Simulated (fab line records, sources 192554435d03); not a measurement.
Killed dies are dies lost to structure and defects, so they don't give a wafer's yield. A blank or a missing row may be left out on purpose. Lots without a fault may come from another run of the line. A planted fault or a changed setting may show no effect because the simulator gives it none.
fab line records | flow n5_finfet
record lots=7 wafers=39
route steps=1938 shown BEOL_M7@1263 BEOL_M9@1401 BEOL_M11@1590 BEOL_M14@1762 MIM_BOT_ETCH@1866
start_h: hours from the record's first day to the start of the lot's first wafer shown | wait_h: hours since the lot's step before | " the same as in the row above | L1.1+2: a row that stands for several wafers | - no value, or no start given | * or withheld: withheld | < > ~ a bound
route shown NAME@n: a module of which the file shows steps, and the number in the route of the first | usual: mean/standard deviation of fault-free wafers | same: alike in all rows | chamber/n: place in a boat | sites: the reading at each site | _std_site: their standard deviation | _edge_site: outer sites' mean less inner sites' | radius_mm: how far each site lies from the wafer's centre | mask NAME#n: copy n | behind: the tool/chamber that last shaped the wafer | hold: why the lot was held/for how many hours/how that ended | device: the transistor (n, p or np) that didn't switch | end of line: the same wafers' tests at the end of the route | a step without rows: its recipe alone | killed: dies lost to structure and defects at the first sort, not the wafer's yield | map: a wafer's dies, x killed, . not, _ none there
set.NAME: the setting as run; set.NAME@STEP: as run at that earlier step | model.NAME: the simulator's own value behind a step, which no gauge read
lots whose settings were changed on purpose; a table a step, a row a wafer
## steps
# step N5_BEOL_M7_ILD_DEP_00
# recipe material=SiCOH_lowk target_thk_a=1797.5 temp_c=300 precursor=DEMS/porogen pressure_torr=5 rf_w=500 time_s=33.4
# columns lot.wafer tool chamber start_h wait_h set.target_thk_a model.SiCOH_lowk_of_BEOL_M7_ILD_DEP_00.thk_nm
L077.1 pecvd-02 2 253.56 0.0 1797.5 172.6
L077.2 " 1 " " 2394 233.8
L077.3 " 0 " " 2394 237.8
L077.4 " 1 " " 2394 236.2
L077.5 " 0 " " 1797.5 181.8
L077.6 " 2 " " 1797.5 177
L083.1 pecvd-04 1 272.41 0.0 1797.5 180.8
L083.3 " 0 " " 1797.5 180.2
L083.6 " 0 " " 1797.5 184.2
L082.1 pecvd-04 2 272.66 0.0 1401 140.8
L082.2 " 1 " " 1401 143.6
L082.3 " 0 " " 1797.5 182.2
L082.4 " 2 " " 1401 143.2
L082.5 " 1 " " 1797.5 185.6
L082.6 " 0 " " 1797.5 182
L081.1 pecvd-04 2 280.95 0.0 1445 145.6
L081.2 " 0 " " 1797.5 181.6
L081.3 " 1 " " 1797.5 183
L081.4 " 2 " " 1445 148.4
L081.5 " 0 " " 1797.5 183.8
L081.6 " 1 " " 1445 151
L089.1 pecvd-02 2 320.59 0.0 2511 248.8
L089.2 " 0 " " 2511 251.4
L089.3 " 0 " " 2511 255.8
L089.4 " 2 " " 1797.5 182.4
L089.5 " 0 " " 1797.5 182
L089.6 " 2 " " 1797.5 181
L091.1 pecvd-01 2 324.58 0.0 1797.5 177.6
L091.2 " 1 " " 838.1 83.2
L091.3 " 0 " " 838.1 82.2
L091.4 " 2 " " 838.1 84.4
L091.5 " 0 " " 1797.5 181.4
L091.6 " 1 " " 1797.5 177.2
L090.1 pecvd-04 2 344.37 0.0 1797.5 178.8
L090.2 " 0 " " 2556 253
L090.3 " 1 " " 1797.5 181.2
L090.4 " 0 " " 2556 259
L090.5 " 1 " " 1797.5 182.4
L090.6 " 2 " " 2556 257.2
# step N5_BEOL_M7_CURE_74
# recipe temp_c=385 time_s=240 ambient=He/Ar material=SiCOH_lowk
# columns lot.wafer tool chamber start_h wait_h set.target_thk_a@BEOL_M7_ILD_DEP_00 model.SiCOH_lowk_of_BEOL_M7_ILD_DEP_00.thk_nm
L077.1 uv_cure-01 0 253.62 0.0 1797.5 148.8
L077.2 " 0 " " 2394 202.2
L077.3 " 0 " " 2394 205.8
L077.4 " 0 " " 2394 204.4
L077.5 " 0 " " 1797.5 156.8
L077.6 " 0 " " 1797.5 152.6
L083.1 uv_cure-03 0 272.47 0.0 1797.5 156
L083.3 " 0 " " 1797.5 155.4
L083.6 " 0 " " 1797.5 158.8
L082.1 uv_cure-01 0 272.73 0.0 1401 121.2
L082.2 " 0 " " 1401 123.6
L082.3 " 0 " " 1797.5 157.2
L082.4 " 0 " " 1401 123.2
L082.5 " 0 " " 1797.5 160.2
L082.6 " 0 " " 1797.5 157
L081.1 uv_cure-03 2 281.01 0.0 1445 125.4
L081.2 " 2 " " 1797.5 156.6
L081.3 " 2 " " 1797.5 157.8
L081.4 " 2 " " 1445 127.6
L081.5 " 2 " " 1797.5 158.6
L081.6 " 2 " " 1445 130
L089.1 uv_cure-03 0 320.68 0.1 2511 215.4
L089.2 " 0 " " 2511 217.8
L089.3 " 0 " " 2511 221.4
L089.4 " 0 " " 1797.5 157.4
L089.5 " 0 " " 1797.5 157
L089.6 " 0 " " 1797.5 156
L091.1 uv_cure-03 0 324.65 0.0 1797.5 153.2
L091.2 " 0 " " 838.1 71.2
L091.3 " 0 " " 838.1 70.6
L091.4 " 0 " " 838.1 72.2
L091.5 " 0 " " 1797.5 156.4
L091.6 " 0 " " 1797.5 152.8
L090.1 uv_cure-01 2 344.44 0.0 1797.5 154.2
L090.2 " 2 " " 2556 219.2
L090.3 " 2 " " 1797.5 156.4
L090.4 " 2 " " 2556 224.4
L090.5 " 2 " " 1797.5 157.4
L090.6 " 2 " " 2556 222.8
# step N5_BEOL_M7_THK_MEAS_01
# recipe reads=SiCOH_lowk_of_BEOL_M7_ILD_DEP_00
# usual M7_ILD_THK=155.3/2.5
# columns lot.wafer tool chamber start_h wait_h set.target_thk_a@BEOL_M7_ILD_DEP_00 M7_ILD_THK[nm]
L077.1 film_metro-01 - 254.13 0.4 1797.5 148.8
L077.2 " - " " 2394 202.4
L077.3 " - " " 2394 205.7
L077.4 " - " " 2394 204.3
L077.5 " - " " 1797.5 156.9
L077.6 " - " " 1797.5 152.6
L083.1 film_metro-01 - 272.99 0.4 1797.5 156.1
L083.3 " - " " 1797.5 155.2
L083.6 " - " " 1797.5 158.9
L082.1 film_metro-02 - 273.24 0.4 1401 120.9
L082.2 " - " " 1401 123.5
L082.3 " - " " 1797.5 157.2
L082.4 " - " " 1401 123.2
L082.5 " - " " 1797.5 160.1
L082.6 " - " " 1797.5 156.9
L081.1 film_metro-01 - 281.53 0.4 1445 125.5
L081.2 " - " " 1797.5 156.8
L081.3 " - " " 1797.5 157.8
L081.4 " - " " 1445 127.6
L081.5 " - " " 1797.5 158.5
L081.6 " - " " 1445 130.0
L089.1 film_metro-01 - 321.19 0.4 2511 215.4
L089.2 " - " " 2511 217.7
L089.3 " - " " 2511 221.3
L089.4 " - " " 1797.5 157.5
L089.5 " - " " 1797.5 157.1
L089.6 " - " " 1797.5 156.0
L091.1 film_metro-01 - 325.16 0.4 1797.5 153.2
L091.2 " - " " 838.1 71.3
L091.3 " - " " 838.1 70.6
L091.4 " - " " 838.1 72.3
L091.5 " - " " 1797.5 156.4
L091.6 " - " " 1797.5 152.9
L090.1 film_metro-01 - 345.43 0.8 1797.5 154.2
L090.2 " - " " 2556 219.1
L090.3 " - " " 1797.5 156.2
L090.4 " - " " 2556 224.4
L090.5 " - " " 1797.5 157.4
L090.6 " - " " 2556 222.8
# step N5_BEOL_M9_ILD_DEP_00
# recipe material=SiCOH_lowk target_thk_a=3085.1 temp_c=300 precursor=DEMS/porogen pressure_torr=5 rf_w=500 time_s=58
# columns lot.wafer tool chamber start_h wait_h set.target_thk_a model.SiCOH_lowk_of_BEOL_M9_ILD_DEP_00.thk_nm
L077.1 pecvd-02 1 268.81 0.0 3085.1 313.8
L077.2 " 2 " " 3085.1 306.2
L077.3 " 0 " " 2448 249.8
L077.4 " 1 " " 2448 257.4
L077.5 " 0 " " 3085.1 320.6
L077.6 " 2 " " 2448 248.6
L083.1 pecvd-01 1 288.87 0.0 3085.1 310.4
L083.3 " 2 " " 3085.1 313.4
L083.6 " 2 " " 3085.1 316.2
L082.1 pecvd-03 2 289.98 0.0 1445 149.6
L082.2 " 0 " " 1445 150.6
L082.3 " 1 " " 3085.1 314
L082.4 " 0 " " 3085.1 315
L082.5 " 1 " " 1445 150
L082.6 " 2 " " 3085.1 313.2
L081.1 pecvd-03 1 302.70 0.0 3085.1 308.6
L081.2 " 0 " " 1872 191.6
L081.3 " 2 " " 1872 190.6
L081.4 " 1 " " 3085.1 315.6
L081.5 " 2 " " 3085.1 314.8
L081.6 " 0 " " 1872 189.4
L089.1 pecvd-03 2 334.82 0.0 3085.1 306.2
L089.2 " 2 " " 2378 244.4
L089.3 " 2 " " 2378 242.8
L089.4 " 2 " " 3085.1 312.8
L089.5 " 2 " " 3085.1 314.8
L089.6 " 2 " " 2378 241.4
L091.1 pecvd-01 1 343.54 0.0 1461 146.6
L091.2 " 0 " " 1461 143.4
L091.3 " 2 " " 3085.1 303.4
L091.4 " 2 " " 3085.1 312.4
L091.5 " 1 " " 3085.1 315.6
L091.6 " 0 " " 1461 143.2
L090.1 pecvd-02 1 365.65 0.0 4352 436.6
L090.2 " 0 " " 4352 438
L090.3 " 2 " " 3085.1 301
L090.4 " 2 " " 4352 438.2
L090.5 " 1 " " 3085.1 309
L090.6 " 0 " " 3085.1 321
# step N5_BEOL_M9_CURE_71
# recipe temp_c=385 time_s=240 ambient=He/Ar material=SiCOH_lowk
# columns lot.wafer tool chamber start_h wait_h set.target_thk_a@BEOL_M9_ILD_DEP_00 model.SiCOH_lowk_of_BEOL_M9_ILD_DEP_00.thk_nm
L077.1 uv_cure-01 2 268.88 0.0 3085.1 272.8
L077.2 " 2 " " 3085.1 266
L077.3 " 2 " " 2448 216.2
L077.4 " 2 " " 2448 223
L077.5 " 2 " " 3085.1 278.6
L077.6 " 2 " " 2448 215.2
L083.1 uv_cure-01 2 288.95 0.0 3085.1 269.6
L083.3 " 2 " " 3085.1 272.2
L083.6 " 2 " " 3085.1 274.8
L082.1 uv_cure-01 1 290.10 0.1 1445 128.8
L082.2 " 1 " " 1445 129.6
L082.3 " 1 " " 3085.1 272.8
L082.4 " 1 " " 3085.1 273.8
L082.5 " 1 " " 1445 129
L082.6 " 1 " " 3085.1 272.2
L081.1 uv_cure-01 2 302.77 0.0 3085.1 268
L081.2 " 2 " " 1872 165.4
L081.3 " 2 " " 1872 164.4
L081.4 " 2 " " 3085.1 274.2
L081.5 " 2 " " 3085.1 273.6
L081.6 " 2 " " 1872 163.4
L089.1 uv_cure-02 2 335.01 0.2 3085.1 266
L089.2 " 2 " " 2378 211.4
L089.3 " 2 " " 2378 210
L089.4 " 2 " " 3085.1 271.8
L089.5 " 2 " " 3085.1 273.6
L089.6 " 2 " " 2378 208.8
L091.1 uv_cure-02 1 343.61 0.0 1461 126.2
L091.2 " 1 " " 1461 123.4
L091.3 " 1 " " 3085.1 263.6
L091.4 " 1 " " 3085.1 271.6
L091.5 " 1 " " 3085.1 274.2
L091.6 " 1 " " 1461 123.2
L090.1 uv_cure-02 2 365.73 0.0 4352 382
L090.2 " 2 " " 4352 383.2
L090.3 " 2 " " 3085.1 261.4
L090.4 " 2 " " 4352 383.4
L090.5 " 2 " " 3085.1 268.4
L090.6 " 2 " " 3085.1 279
# step N5_BEOL_M9_THK_MEAS_01
# recipe reads=SiCOH_lowk_of_BEOL_M9_ILD_DEP_00
# usual M9_ILD_THK=271/4.1
# columns lot.wafer tool chamber start_h wait_h set.target_thk_a@BEOL_M9_ILD_DEP_00 M9_ILD_THK[nm]
L077.1 film_metro-01 - 269.40 0.4 3085.1 273
L077.2 " - " " 3085.1 266
L077.3 " - " " 2448 216
L077.4 " - " " 2448 223
L077.5 " - " " 3085.1 279
L077.6 " - " " 2448 215
L083.1 film_metro-01 - 289.46 0.4 3085.1 270
L083.3 " - " " 3085.1 272
L083.6 " - " " 3085.1 275
L082.1 film_metro-02 - 290.61 0.4 1445 129
L082.2 " - " " 1445 130
L082.3 " - " " 3085.1 273
L082.4 " - " " 3085.1 274
L082.5 " - " " 1445 129
L082.6 " - " " 3085.1 272
L081.1 film_metro-02 - 303.29 0.4 3085.1 268
L081.2 " - " " 1872 165
L081.3 " - " " 1872 164
L081.4 " - " " 3085.1 274
L081.5 " - " " 3085.1 273
L081.6 " - " " 1872 164
L089.1 film_metro-01 - 335.52 0.4 3085.1 266
L089.2 " - " " 2378 212
L089.3 " - " " 2378 210
L089.4 " - " " 3085.1 272
L089.5 " - " " 3085.1 274
L089.6 " - " " 2378 209
L091.1 film_metro-01 - 344.13 0.4 1461 126
L091.2 " - " " 1461 124
L091.3 " - " " 3085.1 263
L091.4 " - " " 3085.1 272
L091.5 " - " " 3085.1 274
L091.6 " - " " 1461 123
L090.1 film_metro-01 - 366.24 0.4 4352 382
L090.2 " - " " 4352 383
L090.3 " - " " 3085.1 261
L090.4 " - " " 4352 384
L090.5 " - " " 3085.1 268
L090.6 " - " " 3085.1 279
# step N5_BEOL_M11_ALD_74
# recipe material=TaN target_thk_a=20 temp_c=275 ald_precursor_family=PDMAT ald_co_reactant=NH3 pressure_torr=3 carrier_flow_sccm=1500 pulse_time_s=2 purge_time_s=3 co_reactant_purge_time_s=2 co_reactant_pulse_time_s=3 ald_cycles=40 precursor_vessel_temp_c=75 precursor_vessel_pressure_torr=26.25 precursor_vessel_carrier_sccm=1000
# columns lot.wafer tool chamber start_h wait_h set.ald_cycles model.TaN_of_BEOL_M11_ALD_74.thk_nm
L077.1+2+3 ald_metal-02 0,2,3 292.14 0.1 40 2
L077.4+5+6 " 1,1,0 " " 52 2.6
L083.1+3+6 ald_metal-03 1,0,3 306.84 0.1 40 2
L082.1+3+4 ald_metal-03 0,1,3 313.20 0.1 40 2
L082.2+5+6 " 2,3,2 " " 62 3.2
L081.1+5+6 ald_metal-03 3,0,3 331.25 0.3 28 1.4
L081.2+3+4 " 1,2,0 " " 40 2
L089.1+2+4 ald_metal-03 3,2,0 362.93 0.1 40 2
L089.3+5+6 " 0,2,3 " " 16 0.8
L091.1+2+4 ald_metal-03 2,0,0 364.13 0.0 51 2.6
L091.3+5+6 " 3,3,2 " " 40 2
L090.1+3+4 ald_metal-03 2,1,0 406.61 0.0 40 2
L090.2 " 3 " " 62 3.2
L090.5+6 " 0,1 " " 62 3
# step N5_BEOL_M14_SPUTTER_43
# recipe material=TaN target_thk_a=150 temp_c=50 bias_v=168.6 power_w=15000 chamber_pressure_pa=0.12 time_s=24.19
# columns lot.wafer tool chamber start_h wait_h set.target_thk_a model.TaN_of_BEOL_M14_SPUTTER_43.thk_nm
L077.1+5 pvd_sputter-01 - 314.22 0.0 150 14.8
L077.2 " - " " 150 15.2
L077.3+4+6 " - " " 150 14.6
L083.1+6 pvd_sputter-01 - 326.10 0.0 150 14.6
L083.3 " - " " 150 14.4
L082.1 pvd_sputter-03 - 329.25 0.0 119.1 11.8
L082.2 " - " " 150 15.2
L082.3 " - " " 119.1 12.2
L082.4+6 " - " " 150 14.8
L082.5 " - " " 119.1 12
L081.1 pvd_sputter-03 - 355.37 0.0 228.3 23
L081.2 " - " " 150 15.2
L081.3+6 " - " " 228.3 23.2
L081.4+5 " - " " 150 14.8
L089.1 pvd_sputter-01 - 377.57 0.0 110.5 11
L089.2+3 " - " " 150 15
L089.4 " - " " 150 15.2
L089.5 " - " " 110.5 11.2
L089.6 " - " " 110.5 10.8
L091.1+6 pvd_sputter-01 - 384.85 0.0 101.5 9.8
L091.2 " - " " 150 14.4
L091.3+5 " - " " 150 14.6
L091.4 " - " " 101.5 10
L090.1+3+4+5 pvd_sputter-03 - 447.38 0.0 150 15
L090.2+6 " - " " 150 15.2
# step N5_BEOL_M14_SPUTTER_44
# recipe material=Ta target_thk_a=150 temp_c=50 bias_v=80 power_w=15000 chamber_pressure_pa=0.07 time_s=24.19
# step N5_BEOL_M14_SPUTTER_45
# recipe material=Cu target_thk_a=1000 temp_c=-20 bias_v=60 power_w=26000 chamber_pressure_pa=0.13 time_s=16.67
# step N5_BEOL_M14_ECD_47
# recipe material=Cu target_thk_a=12480
# step N5_BEOL_M14_ANNEAL_48
# recipe temp_c=225 time_s=90 ambient=N2
# step N5_BEOL_M14_CMP_49
# recipe stop_on=SiO2 t_overpolish_s=5.2 down_force_psi=2 platen_rpm=80 clearing_platen_down_force_psi=2 clearing_platen_rpm=80 post_cmp_clean=cu_alkaline target_thk_nm=560 clearing_platen_pad_velocity_m_s=1.5917 pad_velocity_m_s=1.5917
# usual barrier_field_endpoint_s=11.3/0.33
# columns lot.wafer tool chamber start_h wait_h set.target_thk_a@BEOL_M14_SPUTTER_43 barrier_field_endpoint_s
L077.4 cmp-01 3 315.36 0.1 150 11.5
L077.1 " 0 " " 150 11.2
L077.2 " 1 " " 150 11.0
L077.3 " 2 " " 150 11.4
L077.6 " 3 " " 150 11.3
L077.5 " 0 " " 150 11.3
L083.1 cmp-03 0 327.01 0.3 150 11.2
L083.3 " 1 " " 150 11.0
L083.6 " 3 " " 150 11.3
L082.4 cmp-03 0 330.02 0.1 150 11.3
L082.2 " 1 " " 150 11.9
L082.3 " 2 " " 119.1 10.3
L082.1 " 3 " " 119.1 10.5
L082.6 " 0 " " 150 11.4
L082.5 " 1 " " 119.1 10.6
L081.3 cmp-03 3 356.38 0.2 228.3 15.1
L081.4 " 0 " " 150 11.5
L081.1 " 1 " " 228.3 15.3
L081.2 " 2 " " 150 11.7
L081.6 " 3 " " 228.3 15.0
L081.5 " 0 " " 150 11.7
L089.2 cmp-02 0 378.33 0.2 150 11.3
L089.1 " 1 " " 110.5 9.8
L089.4 " 2 " " 150 11.7
L089.3 " 3 " " 150 11.1
L089.6 " 0 " " 110.5 9.9
L089.5 " 1 " " 110.5 10.0
L091.4 cmp-01 2 385.84 0.1 101.5 9.7
L091.1 " 3 " " 101.5 9.7
L091.2 " 0 " " 150 11.1
L091.3 " 1 " " 150 10.9
L091.6 " 2 " " 101.5 9.5
L091.5 " 3 " " 150 11.8
L090.1 cmp-01 1 448.18 0.3 150 11.4
L090.3 " 2 " " 150 11.8
L090.4 " 3 " " 150 11.7
L090.2 " 0 " " 150 11.9
L090.6 " 1 " " 150 11.0
L090.5 " 2 " " 150 11.7
# step N5_MIM_BOT_ETCH_ETCH_04
# recipe chemistry=CF4/O2 target=SiNx target_depth_a=260 time_s=13 ion_energy_ev=100 pressure_mtorr=40 source_w=535 bias_w=49 Ar_flow_sccm=100 cf4_flow_sccm=100 O2_flow_sccm=10
# columns lot.wafer tool chamber start_h wait_h set.time_s model.etch.depth_nm model.MIM_BOT_ETCH.cd_offset_nm
L077.1 rie_diel-04 0 327.62 0.0 13 25.64 0
L077.2 " 3 " " 7.464 15.87 0.4
L077.3 " 1 " " 13 25.98 0
L077.4 " 2 " " 7.464 15.56 0.6
L077.5 " 2 " " 7.464 15.45 0.4
L077.6 " 1 " " 13 25.95 0
L083.1 rie_diel-04 1 337.80 0.0 13 25.36 0
L083.3 " 3 " " 13 27.2 0
L083.6 " 3 " " 13 27.28 0
L082.1 rie_diel-04 1 340.34 0.0 13 25.49 0
L082.2+4 " 2,3 " " 13 26.88 0
L082.3 " 3 " " 13 26.96 0.2
L082.5 " 2 " " 13 26.96 0
L082.6 " 1 " " 13 25.73 0
L081.1 rie_diel-05 2 368.78 0.0 13 26.18 0.2
L081.2 " 0 " " 13 26.48 -0.2
L081.3+5 " 3 " " 17.5 36.51 -0.4
L081.4 " 0 " " 17.5 35.68 -0.6
L081.6 " 2 " " 13 26.17 0
L089.1 rie_diel-05 1 389.81 0.0 13 26.23 0
L089.2 " 0 " " 13 26.15 -0.2
L089.3 " 3 " " 13 27.18 0
L089.4 " 2 " " 13 26.62 0
L089.5 " 2 " " 13 26.37 0
L089.6 " 3 " " 13 27.33 0
L091.1 rie_diel-05 3 408.75 0.0 7.829 16.25 0.6
L091.2 " 1 " " 7.829 15.74 0.6
L091.3 " 0 " " 13 25.95 -0.2
L091.4 " 2 " " 13 26.23 0.2
L091.5 " 1 " " 7.829 15.7 0.6
L091.6 " 2 " " 13 25.95 0
L090.1 rie_diel-05 3 460.16 0.0 13 27.21 0
L090.2 " 2 " " 13 26.31 0.2
L090.3 " 0 " " 8.22 16.76 0.2
L090.4 " 1 " " 8.22 16.72 0.4
L090.5 " 2 " " 8.22 16.57 0.6
L090.6 " 1 " " 13 26.63 0.2
## key
split step=N5_BEOL_M7_ILD_DEP_00 setting=target_thk_a stated=1797.5 by=wafer
response step=N5_BEOL_M7_ILD_DEP_00 reading=model.SiCOH_lowk_of_BEOL_M7_ILD_DEP_00.thk_nm change=+1.79 per=1% r=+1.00
response step=N5_BEOL_M7_CURE_74 reading=model.SiCOH_lowk_of_BEOL_M7_ILD_DEP_00.thk_nm change=+1.56 per=1% r=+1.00
response step=N5_BEOL_M7_THK_MEAS_01 reading=M7_ILD_THK change=+1.56 per=1% r=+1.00
split step=N5_BEOL_M9_ILD_DEP_00 setting=target_thk_a stated=3085.1 by=wafer
response step=N5_BEOL_M9_ILD_DEP_00 reading=model.SiCOH_lowk_of_BEOL_M9_ILD_DEP_00.thk_nm change=+3.1 per=1% r=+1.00
response step=N5_BEOL_M9_CURE_71 reading=model.SiCOH_lowk_of_BEOL_M9_ILD_DEP_00.thk_nm change=+2.73 per=1% r=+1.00
response step=N5_BEOL_M9_THK_MEAS_01 reading=M9_ILD_THK change=+2.73 per=1% r=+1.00
split step=N5_BEOL_M11_ALD_74 setting=ald_cycles stated=40 by=wafer
response step=N5_BEOL_M11_ALD_74 reading=model.TaN_of_BEOL_M11_ALD_74.thk_nm change=+0.0204 per=1% r=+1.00
split step=N5_BEOL_M14_SPUTTER_43 setting=target_thk_a stated=150 by=wafer
response step=N5_BEOL_M14_SPUTTER_43 reading=model.TaN_of_BEOL_M14_SPUTTER_43.thk_nm change=+0.153 per=1% r=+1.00
response step=N5_BEOL_M14_CMP_49 reading=barrier_field_endpoint_s change=+0.0612 per=1% r=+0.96
split step=N5_MIM_BOT_ETCH_ETCH_04 setting=time_s stated=13 by=wafer
response step=N5_MIM_BOT_ETCH_ETCH_04 reading=model.etch.depth_nm change=+0.261 per=1% r=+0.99
response step=N5_MIM_BOT_ETCH_ETCH_04 reading=model.MIM_BOT_ETCH.cd_offset_nm change=-0.0117 per=1% r=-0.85
